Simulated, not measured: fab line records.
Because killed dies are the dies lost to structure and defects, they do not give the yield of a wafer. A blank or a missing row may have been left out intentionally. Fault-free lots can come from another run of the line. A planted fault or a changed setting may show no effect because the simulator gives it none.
fab line records	flow nandHarc	part 1 of 2: steps 1 to 40 of 41
record: lots: 6	wafers: 17	lastDay: 23
route steps=1159 shown P_M1@295 P_M2@318 END@1159
lots that met no fault: taken from a fault-free run of the same line
startH: start of the lot's first displayed wafer, in hours after the record's first day	waitH: how many hours have passed since the lot's step before this one	" repeats the value in the row above	L1.1+2: a single row standing in for several wafers	- either no value or no given start	* or withheld: withheld	< > ~ a bound
route shown NAME@n: a module of which the file shows steps, and the number in the route of the first	usual: average and standard deviation across the fault-free wafers	same: alike in all rows	chamber/n: place in a boat	sites: each site's reading	_std_site: how widely they spread, as a standard deviation	_edge_site: the outer-site mean with the inner-site mean subtracted	radiusMm: for every site, how far away it sits from the centre of the wafer	mask NAME#n: copy n	behind: the last tool/chamber to shape the wafer	hold: why the lot was held/for how many hours/how that ended	device: which transistor (n, p or np) failed to switch	end of line: the same wafers' tests at the end of the route	for a step that has no rows: nothing shown but its recipe	killed: count of dies lost to structure and defects at first sort (not the wafer's yield)	map: a wafer's dies, marking killed ones x, the rest . and places with no die _
set.NAME: the setting the step ran with; set.NAME@STEP: the setting that earlier step ran with	model.NAME: the simulator's own value behind a step, which no gauge read
lots seen at some steps along the route; tables by step, rows by wafer
services: a tool's chamber out of use, with start hour (startH, from the record's first day; less than 0 if before it), hours out, and reason
== steps ==
step: NHARC_P_M1_CD_MEAS_09
recipe: targetCdNm: 130	landingEnergyEv: 500
usual: cdNm: 129.8/0.72
lot.wafer	tool	chamber	startH	waitH	cdNm
L626.1	cdSem-02	0	126.10	-	130.6
L626.2	"	0	"	"	130.0
L626.3	"	0	"	"	129.7
L630.1	cdSem-02	0	154.57	-	129.9
L630.2	"	0	"	"	128.9
L630.3	"	0	"	"	129.7
L632.3	cdSem-02	0	165.12	-	129.1
L632.5	"	0	"	"	129.2
L632.6	"	0	"	"	129.4
L637.3	cdSem-01	0	198.08	-	128.6
L637.4	"	0	"	"	130.0
L637.5	"	0	"	"	130.2
L638.2	cdSem-01	0	215.24	-	129.4
L638.4	"	0	"	"	129.3
L640.2	cdSem-02	0	218.04	-	130.4
L640.3	"	0	"	"	130.2
L640.4	"	0	"	"	129.9
step: NHARC_P_M1_OVL_MEAS_10
recipe: pitchNm: 260
usual: overlayXNm: 0.0/0.84	overlayYNm: 0.2/0.81
lot.wafer	tool	chamber	startH	waitH	overlayXNm	overlayYNm
L626.1	overlay-01	-	126.19	-	1.5	1.2
L626.2	"	-	"	"	1.7	1.5
L626.3	"	-	"	"	1.7	1.2
L630.1	overlay-02	-	154.66	-	0.5	-0.8
L630.2	"	-	"	"	0.9	-0.5
L630.3	"	-	"	"	0.8	-0.5
L632.3	overlay-01	-	165.21	-	-0.3	-0.2
L632.5	"	-	"	"	0.0	-0.6
L632.6	"	-	"	"	0.1	0.0
L637.3	overlay-02	-	198.16	-	-0.5	-0.1
L637.4	"	-	"	"	-0.4	-0.2
L637.5	"	-	"	"	-1.2	0.3
L638.2	overlay-01	-	215.32	-	-0.5	0.0
L638.4	"	-	"	"	-0.2	0.2
L640.2	overlay-01	-	218.12	-	0.7	1.2
L640.3	"	-	"	"	0.3	1.2
L640.4	"	-	"	"	0.1	1.3
step: NHARC_P_M1_INSPECT_11
usual: rawDefectCount: 4.0/2.2
lot.wafer	tool	chamber	startH	waitH	rawDefectCount
L626.1	defectInspect-02	-	126.22	0.0	6
L626.2	"	-	"	"	3
L626.3	"	-	"	"	4
L630.1	defectInspect-01	-	154.70	0.0	4
L630.2	"	-	"	"	2
L630.3	"	-	"	"	5
L632.3	defectInspect-01	-	165.24	0.0	4
L632.5	"	-	"	"	6
L632.6	"	-	"	"	2
L637.3	defectInspect-01	-	198.20	0.0	3
L637.4	"	-	"	"	2
L637.5	"	-	"	"	6
L638.2	defectInspect-02	-	215.36	0.0	3
L638.4	"	-	"	"	8
L640.2	defectInspect-02	-	218.16	0.0	7
L640.3	"	-	"	"	3
L640.4	"	-	"	"	3
step: NHARC_P_M1_DESCUM_14
recipe: timeS: 3	o2FlowSccm: 200	arFlowSccm: 0	biasPowerW: 0	chemistry: O2
usual: drypumpMotorCurrentA: 5.8/0.5	oesProductAu: 0.998/0.01	rfVppV: 57.7/0.86	showerheadPlenumPTorr: 1.87/0.073	throttleValvePct: 11.311/0.0087
same: biasPowerW: 0
lot.wafer	tool	chamber	startH	waitH	drypumpMotorCurrentA	oesProductAu	rfHoursCounterH	rfVppV	showerheadPlenumPTorr	throttleValvePct
L626.3	rieDiel-06	1	126.29	0.1	6.2	1.010	4.9	58.8	1.99	11.317
L626.2	"	2	"	"	4.8	1.004	4.1	58.1	1.86	11.322
L626.1	"	3	"	"	5.6	1.004	3.5	59.7	1.96	11.316
L630.3	rieDiel-06	0	154.76	0.1	6.3	0.991	6.2	56.9	1.89	11.301
L630.2	"	2	"	"	4.8	0.996	5.7	58.6	1.86	11.309
L630.1	"	3	"	"	5.6	1.007	5.1	57.9	1.96	11.322
L632.3	rieDiel-06	0	165.31	0.1	6.3	0.987	6.4	58.4	1.89	11.321
L632.6	"	3	"	"	5.6	1.009	-	57.9	1.96	11.314
L632.5	"	0	"	"	6.3	0.997	-	57.5	1.89	11.314
L637.3	rieDiel-06	2	198.26	0.1	4.8	0.998	8.0	58.1	1.86	11.323
L637.4	"	1	"	"	6.2	1.000	9.5	57.2	1.99	11.317
L637.5	"	2	"	"	4.8	1.000	-	59.3	1.86	11.309
L638.4	rieDiel-07	1	215.42	0.1	6.6	1.001	3.5	57.8	1.83	11.318
L638.2	"	3	"	"	6.0	0.989	3.7	55.3	1.81	11.328
L640.3	rieDiel-07	0	218.22	0.1	5.5	0.997	3.3	58.1	1.79	11.321
L640.2	"	1	"	"	6.6	1.001	3.7	57.6	1.83	11.302
L640.4	"	2	"	"	5.7	0.974	3.8	57.7	2.00	11.318
step: NHARC_P_M1_ETCH_35
recipe: targetDepthA: 400	overetchA: 120	timeS: 43.94	ionEnergyEv: 200	n2FlowSccm: 150	h2FlowSccm: 150	arFlowSccm: 0	rfW: 400	biasW: 150	chemistry: N2/H2
step: NHARC_P_M1_ETCH_15
recipe: targetDepthA: 1825	timeS: 91.2	c4f8FlowSccm: withheld	arFlowSccm: 400	rfW: 600	biasW: 300	chemistry: C4F8/Ar
step: NHARC_P_M1_CD_MEAS_16
usual: cdNm: 129.5/0.84
lot.wafer	tool	chamber	startH	waitH	cdNm
L626.1	cdSem-03	-	126.59	-	130.7
L626.2	"	-	"	"	130.0
L626.3	"	-	"	"	129.1
L630.1	cdSem-01	-	155.06	-	129.5
L630.2	"	-	"	"	129.0
L630.3	"	-	"	"	130.4
L632.3	cdSem-03	-	165.61	-	129.8
L632.5	"	-	"	"	129.6
L632.6	"	-	"	"	129.3
L637.3	cdSem-02	-	198.57	-	128.1
L637.4	"	-	"	"	128.8
L637.5	"	-	"	"	129.6
L638.2	cdSem-03	-	215.72	-	128.4
L638.4	"	-	"	"	129.1
L640.2	cdSem-01	-	218.53	-	129.9
L640.3	"	-	"	"	130.0
L640.4	"	-	"	"	128.3
step: NHARC_P_M1_STRIP_18
recipe: powerW: 1000	n2FlowSccm: 150	h2FlowSccm: 150	arFlowSccm: 0	biasW: 0	chemistry: N2/H2
step: NHARC_P_M1_ETCH_28
recipe: targetDepthA: 300	overEtchFrac: 0.3	timeS: 72.99	ionEnergyEv: 150	cf4FlowSccm: 50	n2FlowSccm: 100	arFlowSccm: 150	rfW: 300	biasW: 100	chemistry: CF4/N2
step: NHARC_P_M1_STRIP_19
recipe: timeS: 600	tempC: 30	chemistry: postEtchResidueRemover
step: NHARC_P_M1_DEGAS_29
recipe: tempC: 250	timeS: 60
usual: heaterPowerW: 347/36
lot.wafer	tool	chamber	startH	waitH	heaterPowerW
L626.2	pvdSputter-02	-	127.30	-	368
L626.3	"	-	"	"	358
L626.1	"	-	"	"	306
L630.2	pvdSputter-02	-	155.78	-	351
L630.1	"	-	"	"	322
L630.3	"	-	"	"	366
L632.3	pvdSputter-02	-	166.34	-	362
L632.5	"	-	"	"	313
L632.6	"	-	"	"	355
L637.3	pvdSputter-01	-	199.31	-	300
L637.4	"	-	"	"	301
L637.5	"	-	"	"	356
L638.2	pvdSputter-01	-	216.46	-	419
L638.4	"	-	"	"	359
L640.4	pvdSputter-01	-	219.24	-	347
L640.3	"	-	"	"	304
L640.2	"	-	"	"	425
step: NHARC_P_M1_PRE_CLEAN_30
recipe: timeS: 30	tempC: 280	gas: H2/He
step: NHARC_P_M1_PVD_20
recipe: targetThkA: 50	biasV: 168.6	powerW: 15000	chamberPressurePa: 0.12	timeS: 8.06	substrateTempC: 50	material: TaN
usual: biasV: 168.5/1.7	chamberPressurePa: 0.11996/0.00022	throttleValvePct: 30.2/0.7
lot.wafer	tool	chamber	startH	waitH	biasV	chamberPressurePa	throttleValvePct
L626.3	pvdSputter-02	-	127.41	-	168.5	0.12019	30.5
L626.1	"	-	"	"	168.6	0.12002	30.0
L626.2	"	-	"	"	168.4	0.12029	29.7
L630.1	pvdSputter-02	-	155.89	-	169.4	0.11976	29.9
L630.2	"	-	"	"	165.5	0.11964	30.0
L630.3	"	-	"	"	168.4	0.1198	29.8
L632.3	pvdSputter-02	-	166.44	-	169.6	0.12017	29.7
L632.6	"	-	"	"	171.0	0.12019	30.7
L632.5	"	-	"	"	166.5	0.11995	29.8
L637.3	pvdSputter-01	-	199.40	-	169.9	0.11981	29.0
L637.4	"	-	"	"	167.3	0.11998	31.5
L637.5	"	-	"	"	172.7	0.11986	28.8
L638.2	pvdSputter-01	-	216.89	-	169.7	0.11986	28.9
L638.4	"	-	"	"	167.4	0.12009	30.5
L640.3	pvdSputter-01	-	219.35	-	171.7	0.11996	28.6
L640.2	"	-	"	"	167.7	0.12003	31.0
L640.4	"	-	"	"	168.1	0.11986	31.1
step: NHARC_P_M1_PVD_21
recipe: targetThkA: 300	chamberPressurePa: 5	powerW: 5000	substrateTempC: 30	timeS: 20.49	material: Cu
step: NHARC_P_M1_ECD_22
recipe: targetThkA: 4000	bathTempC: 25	material: Cu
step: NHARC_P_M1_ANNEAL_31
recipe: tempC: 225	timeS: 90
usual: wafer_temp_C_max: 226.26/0.26
lot.wafer	tool	chamber	startH	waitH	wafer_temp_C_max
L626.1	rtpAnneal-02	0	128.03	-	226.23
L626.2	"	0	"	"	226.44
L626.3	"	0	"	"	226.58
L630.1	rtpAnneal-01	0	156.51	-	226.27
L630.2	"	0	"	"	226.52
L630.3	"	0	"	"	226.03
L632.3	rtpAnneal-01	0	167.16	-	225.74
L632.5	"	0	"	"	226.26
L632.6	"	0	"	"	226.40
L637.3	rtpAnneal-02	0	200.17	0.3	226.30
L637.4	"	0	"	"	226.25
L637.5	"	0	"	"	226.56
L638.2	rtpAnneal-01	0	217.56	0.3	226.16
L638.4	"	0	"	"	226.09
L640.2	rtpAnneal-02	0	220.03	-	226.54
L640.3	"	0	"	"	225.99
L640.4	"	0	"	"	226.26
step: NHARC_P_M1_CMP_23
recipe: tOverpolishS: 20	targetThkNm: 157.82
usual: motorCurrentA: 12.2/0.91	slurryFilterDpKPa: 13.50/0.14	timeToEndpointS: 27.9/2.5
lot.wafer	tool	chamber	startH	waitH	motorCurrentA	slurryFilterDpKPa	timeToEndpointS
L626.2	cmp-02	2	128.37	-	11.5	13.40	30.5
L626.1	"	0	"	"	12.0	13.66	29.0
L626.3	"	1	"	"	12.0	13.79	29.0
L630.3	cmp-01	1	156.86	-	12.3	13.63	27.3
L630.1	"	3	"	"	12.7	13.78	25.8
L630.2	"	0	"	"	13.8	13.55	26.8
L632.3	cmp-01	0	167.41	-	13.3	13.30	31.1
L632.6	"	0	"	"	13.7	13.23	29.4
L632.5	"	1	"	"	12.1	13.33	29.2
L637.3	cmp-01	2	200.41	-	12.0	13.54	29.0
L637.4	"	0	"	"	12.9	13.54	27.8
L637.5	"	3	"	"	12.2	13.52	25.1
L638.2	cmp-01	0	217.91	-	12.9	13.71	29.7
L638.4	"	1	"	"	12.3	13.47	27.3
L640.3	cmp-01	1	220.32	-	12.5	13.45	28.6
L640.4	"	2	"	"	12.4	13.30	29.6
L640.2	"	0	"	"	13.4	13.47	30.6
step: NHARC_P_M1_SRD_25
step: NHARC_P_M1_INSPECT_27
usual: rawDefectCount: 317/120
lot.wafer	tool	chamber	startH	waitH	rawDefectCount
L626.1	defectInspect-01	-	128.87	0.0	292
L626.2	"	-	"	"	286
L626.3	"	-	"	"	192
L630.1	defectInspect-01	-	157.33	0.0	377
L630.2	"	-	"	"	295
L630.3	"	-	"	"	554
L632.3	defectInspect-01	-	167.88	0.0	241
L632.5	"	-	"	"	482
L632.6	"	-	"	"	240
L637.3	defectInspect-01	-	200.89	0.0	438
L637.4	"	-	"	"	263
L637.5	"	-	"	"	288
L638.2	defectInspect-01	-	218.33	0.0	319
L638.4	"	-	"	"	473
L640.2	defectInspect-02	-	220.79	0.0	249
L640.3	"	-	"	"	362
L640.4	"	-	"	"	194
step: NHARC_P_M1_PRE_CLEAN_32
recipe: timeS: 12	tempC: 370	rfPowerW: 300	gas: NH3
step: NHARC_P_M1_DEP_33
recipe: targetThkA: 300	tempC: 370	targetThkNm: 30	pressureTorr: 3	flowSccm: 200	rfW: 450	material: SiCN
step: NHARC_P_M2_DEP_00
recipe: targetThkA: 1825	targetThkNm: 182.5	tempC: withheld	pressureTorr: 5	flowSccm: 200	rfW: 600	material: SiOC
step: NHARC_P_M2_DEHYDRATE_01
recipe: tempC: 150	timeS: 120
step: NHARC_P_M2_HMDS_02
recipe: timeS: 30
step: NHARC_P_M2_COAT_34
recipe: tempC: 200	timeS: 65
step: NHARC_P_M2_COAT_03
recipe: spinRpm: 1500	resistThkNm: 90
step: NHARC_P_M2_SOFTBAKE_04
recipe: tempC: 105	timeS: 55
step: NHARC_P_M2_EBR_05
step: NHARC_P_M2_EXPOSE_06
recipe: na: 1.35	targetCdNm: 170	doseMj: 80.78	maskId: P_M2
step: NHARC_P_M2_PEB_07
recipe: pebTempC: 100	pebTimeS: 65
step: NHARC_P_M2_DEVELOP_08
recipe: developTimeS: 35	devTempC: 23
step: NHARC_P_M2_CD_MEAS_09
recipe: targetCdNm: 170	landingEnergyEv: 500
usual: cdNm: 169.9/0.65
lot.wafer	tool	chamber	startH	waitH	cdNm
L626.1	cdSem-01	0	130.12	-	170.9
L626.2	"	0	"	"	170.6
L626.3	"	0	"	"	170.9
L630.1	cdSem-03	0	158.71	-	169.5
L630.2	"	0	"	"	170.3
L630.3	"	0	"	"	169.0
L632.3	cdSem-01	0	169.27	-	168.9
L632.5	"	0	"	"	169.7
L632.6	"	0	"	"	170.1
L637.3	cdSem-03	0	202.18	-	170.0
L637.4	"	0	"	"	171.2
L637.5	"	0	"	"	170.2
L640.3	cdSem-02	0	222.20	-	170.3
step: NHARC_P_M2_OVL_MEAS_10
recipe: pitchNm: 340
usual: overlayXNm: -0.1/0.89	overlayYNm: 0.2/0.8
lot.wafer	tool	chamber	startH	waitH	overlayXNm	overlayYNm
L626.1	overlay-02	-	130.22	-	0.4	0.9
L626.2	"	-	"	"	0.1	0.1
L626.3	"	-	"	"	0.3	-0.3
L630.1	overlay-02	-	158.80	-	-0.4	1.5
L630.2	"	-	"	"	0.1	1.0
L630.3	"	-	"	"	0.5	0.7
L632.3	overlay-01	-	169.36	-	-1.4	0.6
L632.5	"	-	"	"	-1.2	0.5
L632.6	"	-	"	"	-1.5	0.4
L637.3	overlay-01	-	202.27	-	-0.1	0.5
L637.4	"	-	"	"	-0.5	0.3
L637.5	"	-	"	"	-0.6	0.0
L640.3	overlay-02	-	222.28	-	-1.9	-0.3
step: NHARC_P_M2_INSPECT_11
usual: rawDefectCount: 4.2/2.5
lot.wafer	tool	chamber	startH	waitH	rawDefectCount
L626.1	defectInspect-02	-	130.26	0.0	5
L626.2	"	-	"	"	5
L626.3	"	-	"	"	4
L630.1	defectInspect-02	-	158.84	0.0	7
L630.2	"	-	"	"	1
L630.3	"	-	"	"	1
L632.3	defectInspect-02	-	169.39	0.0	6
L632.5	"	-	"	"	6
L632.6	"	-	"	"	2
L637.3	defectInspect-02	-	202.30	0.0	3
L637.4	"	-	"	"	6
L637.5	"	-	"	"	6
L640.3	defectInspect-01	-	222.32	0.0	5
step: NHARC_P_M2_DESCUM_14
recipe: timeS: 3	o2FlowSccm: 200	arFlowSccm: 0	biasPowerW: 0	chemistry: O2
step: NHARC_P_M2_ETCH_35
recipe: targetDepthA: 400	overetchA: 120	timeS: 43.94	ionEnergyEv: 200	n2FlowSccm: 150	h2FlowSccm: 150	arFlowSccm: 0	rfW: 400	biasW: 150	chemistry: N2/H2
step: NHARC_P_M2_ETCH_15
recipe: targetDepthA: 1825	timeS: 91.2	c4f8FlowSccm: withheld	arFlowSccm: 400	rfW: 600	biasW: 300	chemistry: C4F8/Ar
usual: oesProductAu: 0.942/0.021	rfVppV: 440.4/3
lot.wafer	tool	chamber	startH	waitH	oesProductAu	rfHoursCounterH	rfVppV
L626.2	rieDiel-01	3	-	-	0.967	6	444.5
L626.1	"	0	"	"	0.960	6	437.4
L626.3	"	1	"	"	0.973	6	437.3
L630.2	rieDiel-01	3	-	-	0.956	1	444.2
L630.3	"	0	"	"	0.962	1	439.3
L630.1	"	1	"	"	0.972	1	437.9
L632.3	rieDiel-09	0	-	-	0.932	33	444.9
L632.6	"	3	"	"	0.923	-	438.8
L632.5	"	0	"	"	0.925	-	444.8
L637.4	rieDiel-13	1	-	-	0.899	18	440.1
L637.3	"	2	"	"	0.940	19	442.4
L637.5	"	1	"	"	0.909	-	440.3
L640.3	rieDiel-13	1	-	-	0.909	20	439.8
step: NHARC_P_M2_CD_MEAS_16
usual: cdNm: 170.0/0.82
lot.wafer	tool	chamber	startH	waitH	cdNm
L626.1	cdSem-03	-	130.62	-	169.3
L626.2	"	-	"	"	170.3
L626.3	"	-	"	"	170.7
L630.1	cdSem-03	-	159.21	-	169.8
L630.2	"	-	"	"	170.4
L630.3	"	-	"	"	169.9
L632.3	cdSem-01	-	169.81	-	168.7
L632.5	"	-	"	"	169.2
L632.6	"	-	"	"	170.6
L637.3	cdSem-03	-	202.67	-	170.4
L637.4	"	-	"	"	171.7
L637.5	"	-	"	"	169.5
L640.3	cdSem-03	-	222.69	-	170.3
step: NHARC_P_M2_STRIP_18
recipe: powerW: 1000	n2FlowSccm: 150	h2FlowSccm: 150	arFlowSccm: 0	biasW: 0	chemistry: N2/H2
step: NHARC_P_M2_ETCH_28
recipe: targetDepthA: 300	overEtchFrac: 0.3	timeS: 72.99	ionEnergyEv: 150	cf4FlowSccm: 50	n2FlowSccm: 100	arFlowSccm: 150	rfW: 300	biasW: 100	chemistry: CF4/N2
